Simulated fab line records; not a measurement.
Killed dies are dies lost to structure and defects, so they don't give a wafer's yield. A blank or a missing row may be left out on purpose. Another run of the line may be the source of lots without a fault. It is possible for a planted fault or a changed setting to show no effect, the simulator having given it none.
Struck lot and sound lot, side by side :: flow n5-finfet :: 23 out of 1938 route steps
Sound: the wafers L947.1, L947.4, L947.5. Wafers struck: L944.1, L944.5, L944.6. Last of all comes the cause.
Each step with rows lists, per side, the tool, then ch with its chambers, then its first start. Under that, the readings that differ: sound wafers :: struck wafers :: difference of the means :: sigmas: that difference in standard deviations of wafers without a fault.
alike: words and numbers the same on both sides, and readings whose means are apart by under 2 such deviations; not compared: readings that were withheld, readings missing a value for some wafer, numbers with overlapping values and no deviation given by the record, and bounds like >300 which may hide the same value.
Wherever a step has rows on one side only, a row that says differs or no value, or a row with sigmas, the two part there. When numbers do not overlap yet have no deviation, they are printed without sigmas and do not part them. A reading missing from all wafers of one side parts the sides only when that side holds two or more wafers.

first, 11 steps without rows for these wafers: N5_FIN_SAQP_MANDREL_ETCH_58 (etches a-Si in HBr/Cl2, stops on SiNx, target depth 45 nm, bt time 10 s, time 27 s); N5_FIN_SAQP_RECESS_63 (chemistry HF/NH3, target SiO2, target depth 18 nm, afs cycles 3, sublimation time 60 s); N5_FIN_SAQP_COAT_68 (time 60 s, resist thk 100 nm); N5_FIN_SAQP_ETCH_69 (etches SOC in N2/H2, stops on SiNx, target depth 150 nm); N5_FIN_SAQP_ETCH_67 (etches SiNx in CH3F/O2, target depth 30 nm); N5_FIN_SAQP_STRIP_70 (strips in N2/H2); N5_FIN_SAQP_RECESS_71 (chemistry HF/NH3, target SiO2, target depth 3 nm, afs cycles 1, sublimation time 60 s); N5_FIN_SAQP_SPACER2_ALD_28 (deposits SiO2, target thk 8.1 nm, pulse time 1 s, purge time 2 s); N5_FIN_SAQP_SPACER2_ETCHBACK_29 (etches SiO2 in CHF3/O2, target depth 12.2 nm, time 6.1 s); N5_FIN_SAQP_MANDREL2_REMOVE_60 (chemistry HBr/Cl2/O2, target a-Si, stops on SiNx, bt time 10 s); N5_FIN_SAQP_HM_OPEN_33 (chemistry CH3F/O2, target SiNx, target depth 49.4 nm, time 70.6 s).
N5_FIN_SAQP_ETCH_34: etches SiO2 in C4F6/O2, target depth 45 nm, time 15 s.
  sound on rie-diel-02 ch 0,2,3, day 4 17:25; struck on rie-diel-06 ch 0,1, day 3 20:52
  no value came back on the struck wafers for any of 10 readings (C4F6_flow_sccm (sccm), O2_flow_sccm (sccm) and others); on the sound wafers C4F6_flow_sccm (sccm) reads 10.00 9.96 10.03
reading: model.SiNx_of_FIN_SAQP_HM_DEP_03.thk-nm (nm)
sound: 34.6 34 34.8
struck: 37.2 37.2 38
difference: +3.0
sigmas: 
  not compared: rf-hours-counter-h
then, 1 step without rows for these wafers: N5_FIN_SAQP_STRIP_77 (strips in N2/H2, time 90 s).
N5_FIN_SAQP_HM_CD_35: target cd 8 nm.
  sound on cd-sem-02 at day 4 17:33; struck on cd-sem-03 at day 3 21:01
reading: cd-nm (nm)
sound: 8.23 8.42 8.42
struck: - - -
difference: no value on the struck wafers
sigmas: 
then, 2 steps without rows for these wafers: N5_FIN_SAQP_ETCH_64 (etches SiO2 in CF4, target depth 1.5 nm); N5_FIN_SAQP_FIN_ETCH_36 (etches the open film in HBr/Cl2/O2, target depth 120 nm, time 50.4 s).
N5_FIN_SAQP_CD_MEAS_37: target cd 8 nm.
  sound on cd-sem-02 at day 4 17:44; struck on cd-sem-03 at day 3 21:13
reading: cd-nm (nm)
sound: 7.74 8.24 8.62
struck: - - -
difference: no value on the struck wafers
sigmas: 
then, 1 step without rows for these wafers: N5_FIN_SAQP_PRECLEAN_38 (cleans in O3/DIW, time 45 s).
N5_FIN_SAQP_PRECLEAN_45: cleans in dHF, time 10 s.
  sound on wet-bench-01 ch 0,4,7, day 4 17:48; struck on wet-bench-03 ch 4,5,6, day 3 21:16
reading: model.SiNx_of_FIN_SAQP_HM_DEP_03.thk-nm (nm)
sound: 21 20.6 21.2
struck: 24 24 24
difference: +3
sigmas: 
then, 1 step without rows for these wafers: N5_FIN_SAQP_SRD_39 (time 30 s).
N5_FIN_SAQP_OCD_MEAS_76:
  sound on ocd-01 at day 4 17:50; struck on ocd-01 at day 3 21:19
reading: trench-depth-nm (nm)
sound: 120.0 119.0 122.0
struck: 0 0.6 0
difference: -120
sigmas: -80
N5_BEOL_M4_RC_MEAS_101:
  the record has rows for the sound wafers here (prober-02 ch 0, day 10 09:26) and none for the struck ones
-- record jumps: 11 days separate the struck wafers' starts on either side; left off in module BEOL_M4, taken up again in module PASSIVATION, whose first shown step is the route's number 1936 --
N5_PASSIVATION_PROBE_49:
  the record has rows for the struck wafers here (prober-01, day 14 10:29) and none for the sound ones

## WHERE THEY PART
At N5_FIN_SAQP_ETCH_34 first; at N5_PASSIVATION_PROBE_49 last (within this record only).

WHY: whatever the simulator had introduced
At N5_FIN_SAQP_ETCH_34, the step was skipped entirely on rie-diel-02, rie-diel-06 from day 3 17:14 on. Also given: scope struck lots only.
